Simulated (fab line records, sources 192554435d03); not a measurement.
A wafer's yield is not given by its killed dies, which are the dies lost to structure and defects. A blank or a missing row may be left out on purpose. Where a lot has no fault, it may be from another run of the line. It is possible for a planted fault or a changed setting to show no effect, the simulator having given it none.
Chamber matching -- flow n5 finfet -- rie diel-04 running N5_BEOL_M12_DESCUM_33: 4 sister chambers
The step chemistry O2, time 7.9 s. 27 wafers are shown with their chamber, then 12 later ones without.

## WAFERS, EACH WITH ITS CHAMBER
wafer,chamber,drypump motor current A (A),showerhead plenum p Torr (Torr),throttle valve pct (%)
L074.1,1,5.6,2.09,20.57
L074.3,3,5.6,2.15,20.58
L074.4,2,6.0,2.09,20.09
L075.2,0,5.3,2.06,20.39
L075.5,0,5.3,2.06,20.42
L075.6,1,5.5,2.09,20.55
L076.1,1,5.6,2.09,20.57
L076.2,2,6.0,2.09,20.08
L076.4,3,5.6,2.15,20.60
L079.1,2,6.0,2.09,20.11
L079.3,0,5.3,2.05,20.41
L079.4,1,5.5,2.09,20.58
L080.2,1,5.5,2.09,20.58
L080.5,2,5.9,2.08,20.09
L080.6,1,5.5,2.09,20.59
L082.2,0,5.3,2.05,20.44
L082.4,0,5.3,2.05,20.44
L082.5,1,5.5,2.09,20.59
L088.1,1,5.6,2.08,20.61
L088.2,0,5.3,2.05,19.97
L088.5,3,5.6,2.14,20.62
L087.1,1,5.5,2.08,20.63
L087.5,0,5.3,2.05,19.97
L087.6,1,5.5,2.08,20.61
L093.3,1,5.6,2.08,20.61
L093.5,2,6.0,2.07,20.15
L093.6,3,5.6,2.14,20.64

SIGNATURES (means of the wafers above)
reading,chamber 0,chamber 1,chamber 2,chamber 3,scatter within a chamber
drypump motor current A,5.300,5.536,5.980,5.600,0.0381
showerhead plenum p Torr,2.0529,2.0864,2.0840,2.1450,0.00596
throttle valve pct,20.2914,20.5900,20.1040,20.6100,0.115
Rule: distance of a wafer from a chamber = root of the sum over the readings of ((wafer's reading minus chamber's mean) / reading's scatter) squared. The wafer belongs to the nearest chamber; if the next one is less than 2 further off, it can't be placed. The scatter is the square root of a quotient: the sum, over the shown wafers, of each reading's squared deviation from its chamber's mean, divided by wafers minus chambers.

## WAFERS WITHOUT THEIR CHAMBER
wafer,drypump motor current A (A),showerhead plenum p Torr (Torr),throttle valve pct (%)
L094.2,6.0,2.07,20.16
L094.3,5.6,2.14,20.66
L094.5,6.0,2.07,20.16
L097.3,5.6,2.13,20.66
L097.5,5.9,2.07,20.16
L097.6,5.6,2.08,20.64
L096.2,5.3,2.04,19.99
L096.4,5.6,2.13,20.67
L096.5,5.3,2.04,20.00
L091.3,6.0,2.07,20.17
L091.4,5.3,2.04,20.00
L091.5,5.9,2.07,20.16

## THE CHAMBER EACH PASSED THROUGH
wafer,from the rows above,in truth
L094.2,2,2
L094.3,3,3
L094.5,2,2
L097.3,3,3
L097.5,2,2
L097.6,1,1
L096.2,0,0
L096.4,3,3
L096.5,0,0
L091.3,2,2
L091.4,0,0
L091.5,2,2
12 of 12 placed correctly. Not placeable from these rows: 0. Placed wrongly: 0.
